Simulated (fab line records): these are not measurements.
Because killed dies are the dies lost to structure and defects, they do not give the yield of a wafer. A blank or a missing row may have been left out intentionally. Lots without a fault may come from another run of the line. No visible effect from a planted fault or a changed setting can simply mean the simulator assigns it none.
fab line records :: flow n5Finfet
record:
  lots: 4
  wafers: 12
  lastDay: 17
route steps=1938 shown HKMG_FIN@401 BEOL_M4@1111 PASSIVATION@1936
lots that met no fault: taken from a fault-free run of the same line
startH: hours from the record's opening day to when the first of the lot's shown wafers began :: waitH: hours from the lot's prior step to this one :: " unchanged from the row above :: L1.1+2: a single row standing in for several wafers :: - value missing, or start not given :: * or withheld: withheld :: < > ~ a bound
route shown NAME@n: names a module that has steps shown in the file, with the first one's number in the route :: usual: average and standard deviation across the fault-free wafers :: same: alike in all rows :: chamber/n: place in a boat :: sites: each site's reading :: _std_site: standard deviation of those values :: _edge_site: the outer-site mean with the inner-site mean subtracted :: radiusMm: for every site, how far away it sits from the centre of the wafer :: mask NAME#n: copy n :: behind: the last tool/chamber to shape the wafer :: hold: cause of the lot's hold/its duration in hours/its outcome :: device: which transistor (n, p or np) failed to switch :: end of line: the tests these same wafers got at the end of their route :: where a step has no rows: the recipe by itself :: killed: the dies lost at the first sort to structure and to defects; this is not the yield of the wafer :: map: shows each die of a wafer: x if killed, . if not, _ if none is there
set.NAME: the setting as run; set.NAME@STEP: as run at that earlier step :: model.NAME: the simulator's own value behind a step, which no gauge read
certain route steps with their lots: each step a table, each wafer a row
== steps ==
step: N5_HKMG_FIN_DESCUM_53
recipe:
  chemistry: O2
  timeS: 7.9
  sourcePowerW: 50
  biasPowerW: 20
  pressureMtorr: 20
  rfFrequencyHz: 2.712e+07
  tempC: 40
  resist: CAR-ArF
  o2FlowSccm: 225
step: N5_HKMG_FIN_ETCH_54
recipe:
  chemistry: CF4
  target: SiARC
  targetDepthA: 455
  maskMaterial: CAR-ArF
  timeS: 75.8
  ionEnergyEv: 80
  pressureMtorr: 40
  sourceW: 545
  biasW: 36
  Ar_flow_sccm: 100
  cf4FlowSccm: 100
  ends: cleared
step: N5_HKMG_FIN_ETCH_55
recipe:
  chemistry: N2/H2
  target: SOC
  targetDepthA: 2400
  tempC: 40
  timeS: 300
  ionEnergyEv: 200
  maskMaterial: SiARC
  pressureMtorr: 30
  sourceW: 840
  biasW: 150
  n2FlowSccm: 200
  h2FlowSccm: 200
step: N5_HKMG_FIN_STRIP_56
recipe:
  chemistry: N2/H2
  tempC: 40
  n2FlowSccm: 200
  h2FlowSccm: 200
  rfFrequencyHz: 6e+07
step: N5_HKMG_FIN_STRIP_57
recipe:
  chemistry: CF4
  resist: SiARC
  powerW: 300
  biasPowerW: 75
  pressureMtorr: 50
  cf4FlowSccm: 150
  rfFrequencyHz: 6e+07
step: N5_HKMG_FIN_ETCH_58
recipe:
  chemistry: N2/H2
  target: SOC
  targetDepthA: 2158
  ionEnergyEv: 50
  biasW: 13
  timeS: 741
  pressureMtorr: 30
  sourceW: 875
  n2FlowSccm: 200
  h2FlowSccm: 200
step: N5_HKMG_FIN_STRIP_93
recipe:
  chemistry: N2/H2
  material: SOC
  timeS: 20
  powerW: 500
  tempC: 40
  pressureMtorr: 50
  rfFrequencyHz: 6e+07
  biasPowerW: 8
  h2Frac: 0.5
  n2FlowSccm: 300
  h2FlowSccm: 300
step: N5_HKMG_FIN_WET_ETCH_76
recipe:
  chemistry: dNH4OH
  mix: 1:50
  tempC: 25
  target: Al2O3
  stopOn: La2O3
  targetDepthNm: 2.25
  dry: ipaMarangoni
  rinseTimeS: 30
  rinseTempC: 23
step: N5_HKMG_FIN_STRIP_60
recipe:
  chemistry: N2/H2
  powerW: 2500
  tempC: 300
  h2Frac: 0.65
  timeS: 360
  pressureMtorr: withheld
  n2FlowSccm: 1750
  h2FlowSccm: 3250
step: N5_HKMG_FIN_WET_ETCH_77
recipe:
  chemistry: dHCl
  mix: 1:10000
  tempC: 25
  target: La2O3
  stopOn: HfO2
  targetDepthNm: 2
step: N5_HKMG_FIN_WET_ETCH_78
recipe:
  chemistry: dNH4OH
  mix: 1:50
  tempC: 25
  target: Al2O3
  stopOn: La2O3
  targetDepthNm: 4.5
  dry: ipaMarangoni
  rinseTimeS: 30
  rinseTempC: 23
lot.wafer: L502.4+5+6
tool: wetBench-01
chamber: 4,7,1
startH: 111.50
waitH: 0.0

lot.wafer: L508.1+2+6
tool: wetBench-01
chamber: 1,3,2
startH: 150.04
waitH: 0.0

lot.wafer: L512.2+4+5
tool: wetBench-01
chamber: 3,4,2
startH: 166.14
waitH: 0.0

lot.wafer: L519.1+3+5
tool: wetBench-05
chamber: 3,1,2
startH: 207.81
waitH: 0.0
step: N5_HKMG_FIN_ALD_79
recipe:
  material: TiN
  targetThkA: 15
  tempC: 400
  aldPrecursorFamily: TiCl4
  aldCoReactant: NH3
  pulseTimeS: 1
  purgeTimeS: 3
  coReactantPurgeTimeS: 2
  coReactantPulseTimeS: 2
  aldCycles: 68
  pressureTorr: 3
step: N5_HKMG_FIN_CVD_62
recipe:
  material: a-Si
  targetThkA: 30
  tempC: 500
  precursor: Si2H6
  pressureTorr: 1
  timeS: 20.8
step: N5_HKMG_FIN_RTA_80
recipe:
  tempC: withheld
  timeS: 2
  ambient: N2
  idleTempC: 600
  rampUpCPerS: 150
  rampDownCPerS: 60
  coolToC: 600
step: N5_HKMG_FIN_PRECLEAN_64
recipe:
  chemistry: dHF
  timeS: 30
  tempC: 25
  dilution: withheld
step: N5_HKMG_FIN_WET_ETCH_65
recipe:
  chemistry: TMAH
  tempC: 70
  concWtPct: 5
  target: a-Si
  stopOn: TiN
  timeS: 49
  targetDepthNm: 3
step: N5_HKMG_FIN_WET_ETCH_81
recipe:
  chemistry: SC1
  target: TiN
  stopOn: HfO2
  mix: 1:1:5
  tempC: 60
  timeS: 57
  targetDepthNm: 6
step: N5_HKMG_FIN_WET_ETCH_82
recipe:
  chemistry: dHCl
  mix: 1:10000
  tempC: 25
  target: La2O3
  stopOn: HfO2
  targetDepthNm: 2
  dry: ipaMarangoni
  rinseTimeS: 30
  rinseTempC: 23
step: N5_HKMG_FIN_ALD_36
recipe:
  material: TiN
  targetThkA: 10
  tempC: 400
  aldPrecursorFamily: TiCl4
  aldCoReactant: NH3
  pulseTimeS: 1
  purgeTimeS: 3
  coReactantPurgeTimeS: 2
  coReactantPulseTimeS: 2
  aldCycles: 47
  pressureTorr: 3
step: N5_HKMG_FIN_PWFM_ALD_03
recipe:
  material: TiN
  targetThkA: 20
  tempC: 400
  aldPrecursorFamily: TiCl4
  aldCoReactant: NH3
  pulseTimeS: 1
  purgeTimeS: 3
  coReactantPurgeTimeS: 2
  coReactantPulseTimeS: 2
  aldCycles: 91
  pressureTorr: 3
step: N5_HKMG_FIN_COAT_29
recipe:
  resist: SOC
  tempC: 250
  timeS: 60
  spinRpm: 1500
  resistThkNm: 300
step: N5_HKMG_FIN_COAT_30
recipe:
  resist: SiARC
  tempC: 220
  timeS: 60
  spinRpm: 1500
  resistThkNm: 35
step: N5_HKMG_FIN_COAT_06
recipe:
  resist: CAR-ArF
  spinRpm: 1500
  resistThkNm: 90
step: N5_HKMG_FIN_EBR_08
recipe:
  solvent: PGMEA
  ebrWidthMm: 1.5
step: N5_HKMG_FIN_SOFTBAKE_07
recipe:
  tempC: 110
  timeS: 60
  resist: CAR-ArF
step: N5_HKMG_FIN_EXPOSE_09
recipe:
  maskId: NWFM
  na: 1.35
  sourceShape: conventional
  sigmaOuter: 0.8
  polarization: unpolarized
  doseMj: 39.25
step: N5_HKMG_FIN_PEB_10
recipe:
  pebTempC: withheld
  pebTimeS: 60
  resist: CAR-ArF
step: N5_HKMG_FIN_DEVELOP_11
recipe:
  developTimeS: 30
  developer: TMAH
  resist: CAR-ArF
  devTempC: 23
  rinseLiquid: diw
  dry: airSpin
step: N5_HKMG_FIN_INSPECT_14
recipe:
  mode: adi
  inspectInstrument: macro
usual:
  rawDefectCount: 2.0/1.3
lot.wafer: L502.4
tool: defectInspect-01
chamber: -
startH: 113.71
waitH: 0.0
rawDefectCount: 4

lot.wafer: L502.5
tool: defectInspect-01
chamber: -
startH: 113.71
waitH: 0.0
rawDefectCount: 1

lot.wafer: L502.6
tool: defectInspect-01
chamber: -
startH: 113.71
waitH: 0.0
rawDefectCount: 1

lot.wafer: L508.1
tool: defectInspect-02
chamber: -
startH: 152.09
waitH: 0.0
rawDefectCount: >300

lot.wafer: L508.2
tool: defectInspect-02
chamber: -
startH: 152.09
waitH: 0.0
rawDefectCount: >300

lot.wafer: L508.6
tool: defectInspect-02
chamber: -
startH: 152.09
waitH: 0.0
rawDefectCount: >300

lot.wafer: L512.2
tool: defectInspect-02
chamber: -
startH: 168.17
waitH: 0.0
rawDefectCount: >300

lot.wafer: L512.4
tool: defectInspect-02
chamber: -
startH: 168.17
waitH: 0.0
rawDefectCount: >300

lot.wafer: L512.5
tool: defectInspect-02
chamber: -
startH: 168.17
waitH: 0.0
rawDefectCount: >300

lot.wafer: L519.1
tool: defectInspect-01
chamber: -
startH: 210.05
waitH: 0.0
rawDefectCount: 1

lot.wafer: L519.3
tool: defectInspect-01
chamber: -
startH: 210.05
waitH: 0.0
rawDefectCount: 1

lot.wafer: L519.5
tool: defectInspect-01
chamber: -
startH: 210.05
waitH: 0.0
rawDefectCount: 2
step: N5_HKMG_FIN_DESCUM_17
recipe:
  chemistry: O2
  timeS: 7.9
  sourcePowerW: 50
  biasPowerW: 20
  pressureMtorr: 20
  rfFrequencyHz: 2.712e+07
  tempC: 40
  resist: CAR-ArF
  o2FlowSccm: 225
step: N5_BEOL_M4_RC_MEAS_101
usual:
  DIBL_N: 36.4/1.5
  DIBL_P: 36.6/1.9
  IOFF_N: 0.155/0.021
  IOFF_P: 0.211/0.028
  ION_N: 671/8.6
  ION_P: 462/5.8
  SS_N: 71.5/0.5
  SS_P: 73.4/0.58
  VT_N: 250.1/2.4
  VT_P: -250.1/3
lot.wafer: L502.4
tool: prober-01
chamber: 0
startH: 191.08
waitH: 0.5
DIBL_N[mV/V]: 34.7
DIBL_P[mV/V]: 35.2
IOFF_N[nA/um]: 0.135
IOFF_P[nA/um]: 0.227
ION_N[uA/um]: 659
ION_P[uA/um]: 461
SS_N[mV/dec]: 71.0
SS_P[mV/dec]: 73.1
VT_N[mV]: 252.8
VT_P[mV]: -248.1

lot.wafer: L502.5
tool: prober-01
chamber: 0
startH: 191.08
waitH: 0.5
DIBL_N[mV/V]: 33.6
DIBL_P[mV/V]: 33.5
IOFF_N[nA/um]: 0.119
IOFF_P[nA/um]: 0.195
ION_N[uA/um]: 660
ION_P[uA/um]: 462
SS_N[mV/dec]: 71.0
SS_P[mV/dec]: 72.6
VT_N[mV]: 255.6
VT_P[mV]: -248.2

lot.wafer: L502.6
tool: prober-01
chamber: 0
startH: 191.08
waitH: 0.5
DIBL_N[mV/V]: 33.8
DIBL_P[mV/V]: 33.9
IOFF_N[nA/um]: 0.128
IOFF_P[nA/um]: 0.205
ION_N[uA/um]: 658
ION_P[uA/um]: 452
SS_N[mV/dec]: 70.2
SS_P[mV/dec]: 72.9
VT_N[mV]: 253.1
VT_P[mV]: -251.0

lot.wafer: L508.1
tool: prober-02
chamber: 0
startH: 236.97
waitH: 0.0
DIBL_N[mV/V]: 35.7
DIBL_P[mV/V]: 34.6
IOFF_N[nA/um]: 0.131
IOFF_P[nA/um]: 0.167
ION_N[uA/um]: 664
ION_P[uA/um]: 459
SS_N[mV/dec]: 71.4
SS_P[mV/dec]: 73.1
VT_N[mV]: 253.5
VT_P[mV]: -252.8

lot.wafer: L508.2
tool: prober-02
chamber: 0
startH: 236.97
waitH: 0.0
DIBL_N[mV/V]: 38.2
DIBL_P[mV/V]: 37.7
IOFF_N[nA/um]: 0.178
IOFF_P[nA/um]: 0.220
ION_N[uA/um]: 679
ION_P[uA/um]: 461
SS_N[mV/dec]: 72.4
SS_P[mV/dec]: 74.3
VT_N[mV]: 251.5
VT_P[mV]: -250.0

lot.wafer: L508.6
tool: prober-02
chamber: 0
startH: 236.97
waitH: 0.0
DIBL_N[mV/V]: 37.7
DIBL_P[mV/V]: 38.0
IOFF_N[nA/um]: 0.165
IOFF_P[nA/um]: 0.213
ION_N[uA/um]: 689
ION_P[uA/um]: 466
SS_N[mV/dec]: 72.0
SS_P[mV/dec]: 73.8
VT_N[mV]: 251.8
VT_P[mV]: -250.6

lot.wafer: L512.2
tool: prober-02
chamber: 0
startH: 253.29
waitH: 0.2
DIBL_N[mV/V]: 38.5
DIBL_P[mV/V]: 39.2
IOFF_N[nA/um]: 0.184
IOFF_P[nA/um]: 0.262
ION_N[uA/um]: 689
ION_P[uA/um]: 472
SS_N[mV/dec]: 71.7
SS_P[mV/dec]: 74.0
VT_N[mV]: 246.4
VT_P[mV]: -247.2

lot.wafer: L512.4
tool: prober-02
chamber: 0
startH: 253.29
waitH: 0.2
DIBL_N[mV/V]: 36.7
DIBL_P[mV/V]: 36.6
IOFF_N[nA/um]: 0.153
IOFF_P[nA/um]: 0.218
ION_N[uA/um]: 681
ION_P[uA/um]: 468
SS_N[mV/dec]: 71.5
SS_P[mV/dec]: 73.7
VT_N[mV]: 247.8
VT_P[mV]: -251.6

lot.wafer: L512.5
tool: prober-02
chamber: 0
startH: 253.29
waitH: 0.2
DIBL_N[mV/V]: 36.9
DIBL_P[mV/V]: 36.5
IOFF_N[nA/um]: 0.154
IOFF_P[nA/um]: 0.214
ION_N[uA/um]: 664
ION_P[uA/um]: 458
SS_N[mV/dec]: 72.1
SS_P[mV/dec]: 73.5
VT_N[mV]: 247.7
VT_P[mV]: -249.8

lot.wafer: L519.1
tool: prober-01
chamber: 0
startH: 297.26
waitH: 0.0
DIBL_N[mV/V]: 35.2
DIBL_P[mV/V]: 35.6
IOFF_N[nA/um]: 0.151
IOFF_P[nA/um]: 0.193
ION_N[uA/um]: 671
ION_P[uA/um]: 461
SS_N[mV/dec]: 72.0
SS_P[mV/dec]: 72.9
VT_N[mV]: 250.0
VT_P[mV]: -251.9

lot.wafer: L519.3
tool: prober-01
chamber: 0
startH: 297.26
waitH: 0.0
DIBL_N[mV/V]: 34.2
DIBL_P[mV/V]: 34.3
IOFF_N[nA/um]: 0.145
IOFF_P[nA/um]: 0.181
ION_N[uA/um]: 672
ION_P[uA/um]: 460
SS_N[mV/dec]: 71.6
SS_P[mV/dec]: 72.7
VT_N[mV]: 252.7
VT_P[mV]: -252.8

lot.wafer: L519.5
tool: prober-01
chamber: 0
startH: 297.26
waitH: 0.0
DIBL_N[mV/V]: 33.5
DIBL_P[mV/V]: 33.9
IOFF_N[nA/um]: 0.131
IOFF_P[nA/um]: 0.171
ION_N[uA/um]: 664
ION_P[uA/um]: 457
SS_N[mV/dec]: 71.2
SS_P[mV/dec]: 72.7
VT_N[mV]: 252.5
VT_P[mV]: -252.1
step: N5_PASSIVATION_PROBE_49
usual:
  defectLimitedYield: 91.5/1.4
  killed_at_M0_to_M3: 33/10
  killed_at_M4_up: 13/5
  killedAtContacts: 13/5.6
  killedAtFrontEnd: 38/12
  killedAtOther: 3.9/2.7
  killedDies: 100/16
  killedOnRim: 13/4
  killedOpen: 66/13
  killedShort: 32/7.2
  sort_bin_5_function: 5.0/0.97
  sort_bin_6_memory: 3.2/0.61
  sortNPass: 1080/16
  sortYieldPct: 91.5/1.4
same:
  grossDies: 1180
  killedAtBackSide: 0
  sort_bin_4_leakage[%]: 0
  sort_bin_8_speed[%]: 0
lot.wafer: L508.1
tool: prober-02
chamber: -
startH: 336.29
waitH: 0.0
defectLimitedYield[%]: 86.2
killed_at_M0_to_M3: 24
killed_at_M4_up: 11
killedAtContacts: 9
killedAtFrontEnd: 114
killedAtOther: 5
killedDies: 163
killedOnRim: 23
killedOpen: 47
killedShort: 28
sort_bin_5_function[%]: 8.5
sort_bin_6_memory[%]: 3.3
sortNPass: 1017
sortYieldPct[%]: 86.2

lot.wafer: L508.2
tool: prober-02
chamber: -
startH: 336.34
waitH: 0.1
defectLimitedYield[%]: 89.3
killed_at_M0_to_M3: 29
killed_at_M4_up: 5
killedAtContacts: 8
killedAtFrontEnd: 76
killedAtOther: 8
killedDies: 126
killedOnRim: 24
killedOpen: 45
killedShort: 26
sort_bin_5_function[%]: 6.4
sort_bin_6_memory[%]: 2.7
sortNPass: 1054
sortYieldPct[%]: 89.3

lot.wafer: L508.6
tool: prober-02
chamber: -
startH: 336.54
waitH: 0.3
defectLimitedYield[%]: 82.1
killed_at_M0_to_M3: 33
killed_at_M4_up: 6
killedAtContacts: 16
killedAtFrontEnd: 154
killedAtOther: 2
killedDies: 211
killedOnRim: 13
killedOpen: 56
killedShort: 21
sort_bin_5_function[%]: 11.8
sort_bin_6_memory[%]: 3.6
sortNPass: 969
sortYieldPct[%]: 82.1

lot.wafer: L512.2
tool: prober-02
chamber: -
startH: 356.80
waitH: 0.1
defectLimitedYield[%]: 86.8
killed_at_M0_to_M3: 33
killed_at_M4_up: 15
killedAtContacts: 8
killedAtFrontEnd: 98
killedAtOther: 2
killedDies: 156
killedOnRim: 31
killedOpen: 63
killedShort: 40
sort_bin_5_function[%]: 8.1
sort_bin_6_memory[%]: 3.7
sortNPass: 1024
sortYieldPct[%]: 86.8

lot.wafer: L512.4
tool: prober-02
chamber: -
startH: 356.90
waitH: 0.2
defectLimitedYield[%]: 80.8
killed_at_M0_to_M3: 47
killed_at_M4_up: 7
killedAtContacts: 7
killedAtFrontEnd: 161
killedAtOther: 4
killedDies: 226
killedOnRim: 15
killedOpen: 61
killedShort: 20
sort_bin_5_function[%]: 12.7
sort_bin_6_memory[%]: 3.7
sortNPass: 954
sortYieldPct[%]: 80.8

lot.wafer: L512.5
tool: prober-02
chamber: -
startH: 356.95
waitH: 0.2
defectLimitedYield[%]: 81.2
killed_at_M0_to_M3: 27
killed_at_M4_up: 9
killedAtContacts: 9
killedAtFrontEnd: 171
killedAtOther: 6
killedDies: 222
killedOnRim: 11
killedOpen: 63
killedShort: 19
sort_bin_5_function[%]: 10.8
sort_bin_6_memory[%]: 5.1
sortNPass: 958
sortYieldPct[%]: 81.2
killed by level:class
L508.1 HKMG_FIN:unspecified=85 BEOL_M2:geometricParticle:open=9 STI_FIN_REVEAL:geometricParticle:open=7 MOL_CONTACT_COAG:geometricParticle:open=7 SPACER0:geometricParticle:short=6 BEOL_M0_SAQP:geometricParticle:short=5 BEOL_M4:geometricParticle:open=5 BEOL_M0_SAQP:geometricParticle:open=4
L508.2 HKMG_FIN:unspecified=55 BEOL_M1:geometricParticle:open=8 MOL_CONTACT_COAG:geometricParticle:open=5 BEOL_M0_SAQP:geometricParticle:open=5 GATE_CUT:geometricParticle:open=4 MOL_CONTACT_COAG:geometricParticle:short=3 BEOL_M0_SAQP:geometricParticle:short=3 BEOL_M1:geometricParticle:short=3
L508.6 HKMG_FIN:unspecified=132 MOL_CONTACT_COAG:geometricParticle:open=13 BEOL_M0_SAQP:geometricParticle:open=8 BEOL_M2:geometricParticle:open=7 FIN_SAQP:geometricParticle:open=6 BEOL_M0_SAQP:geometricParticle:short=5 BEOL_M3:geometricParticle:open=4 DUMMY_GATE:geometricParticle:open=3
L512.2 HKMG_FIN:unspecified=49 FIN_SAQP:geometricParticle:short=17 FIN_SAQP:geometricParticle:open=8 BEOL_M3:geometricParticle:open=7 GATE_CUT:geometricParticle:short=6 MOL_CONTACT_COAG:geometricParticle:open=6 BEOL_M0_SAQP:geometricParticle:open=6 BEOL_M1:geometricParticle:open=6
L512.4 HKMG_FIN:unspecified=142 BEOL_M3:geometricParticle:open=17 BEOL_M1:geometricParticle:open=10 BEOL_M2:geometricParticle:open=8 MOL_CONTACT_COAG:geometricParticle:open=6 STARTING-WAFER:geometricParticle:short=3 GATE_CUT:geometricParticle:short=3 BEOL_M0_SAQP:geometricParticle:short=3
L512.5 HKMG_FIN:unspecified=138 BEOL_M2:geometricParticle:open=10 MOL_CONTACT_COAG:geometricParticle:open=9 BEOL_M0:geometricParticle:open=6 STI_FIN_REVEAL:geometricParticle:open=5 FIN_SAQP:geometricParticle:open=4 FIN_SAQP:geometricParticle:short=4 ILD0:geometricParticle:open=4
map L508.6 (x killed, . not)
_________________..x.........________________
______________...............x.._____________
___________........................__________
__________.......x....x............._________
________..x....x...x......x...x......._______
_______...........x...................x______
______........x.x.......x.....x..x......_____
_____...x................................____
____......................................___
___...........................x............__
___........................................__
__..................x....................x.._
__.x..........................x...x........._
_................x................x....x...x.
_...x..........................x........xx...
_xx....x..........x.x........x..x............
_.............................xx.x...x.......
_..x.....................x.xxxxxxxxxx........
_.....x...................xxxxxxxxxxxx..x....
_x.xx.....x..x...........xxxxxxxxxxxxxxxx..x.
_..........x.......x.....xxxxxxxxxxxxxx......
__...............x........xxxxxxxxxxxxxx.x.._
__...x...................xxxxxxxxxxxxxxx..x._
___........x.............x.xxxxxxxxxxxxx...__
___.................x.......xxxxxxxxxxx....__
____...................x....xxxxxxxxx.xx..___
_____..x...........x..........xxxxx...x..____
______..x.................x.xxx..x...x.._____
_______............x....x.x.......x....______
________x.....x.x......x.............._______
__________...........x.............._________
___________xxx.......x...x.x..x....__________
______________........x........._____________
_________________..........x.________________
map L512.4 (x killed, . not)
_________________...x.x...x..________________
______________................x._____________
___________x...x..........x.....x..__________
__________.x.......................x_________
________..xxx.x.......x...x....x.....x_______
_______....................x........x..______
______....x..x.........................._____
_____..........x.......................xx____
____....x..x..x.x..xx.....................___
___.....x..xxxxxx.xxxx.x........x......x...__
___......x..xxxxxxxxx....x....x......x.....__
__.......xxxxxxxxxxxx.xx.x.................._
__.......xxxxxxxxxxxxxxx...........x........_
_.......xxxxxxxxxxxxxx.xx.....xx..........x..
_.......xxxxxxxxxxxxxxxx....x......x.........
_........xxxxxxxxxxxxxx.x...................x
_.......xxxxxxxxxxxxx.x......x...............
_x...x..xxxxxxxxxxxx.x.....................x.
_...........xxxxxxx..x.x....x....x...........
_.........x..xxxxx.x..x...x..............x...
_............x...............................
__..x.......x...x.x.x.x.....x..........x...._
__......x..................................._
___...............................x......x.__
___.......x.................x...........x..__
____.....x......x....x....................___
_____......................x..x..........____
______................x.x.......x...x..._____
_______...................x........x...______
________........x....................._______
__________...................x.....x_________
___________.....x..................__________
______________....x....x........_____________
_________________............________________
== key ==
firstSign:
  step: N5_HKMG_FIN_INSPECT_14
  reading: rawDefectCount
  direction: up
  sigmas: 99+
  usual: 2.0
  struck: >300
effect:
  step: N5_PASSIVATION_PROBE_49
  reading: killedAtFrontEnd
  direction: up
  sigmas: 7.4
  usual: 38
  struck: 129
moreKillsBornAt:
  N5_HKMG_FIN_WET_ETCH_78@wetBench-01: 601
metAt N5_HKMG_FIN_WET_ETCH_78
struckWafers L508.1,L508.2,L508.6,L512.2,L512.4,L512.5
onsetBetween 111.50 150.04
fault:
  kind: chamberParticleSource
  tool: wetBench-01
  chamber: -
  onsetH: 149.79
  steps: N5_HKMG_FIN_WET_ETCH_78
  ratePerVisitCm2: 1.1705
  endH: 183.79
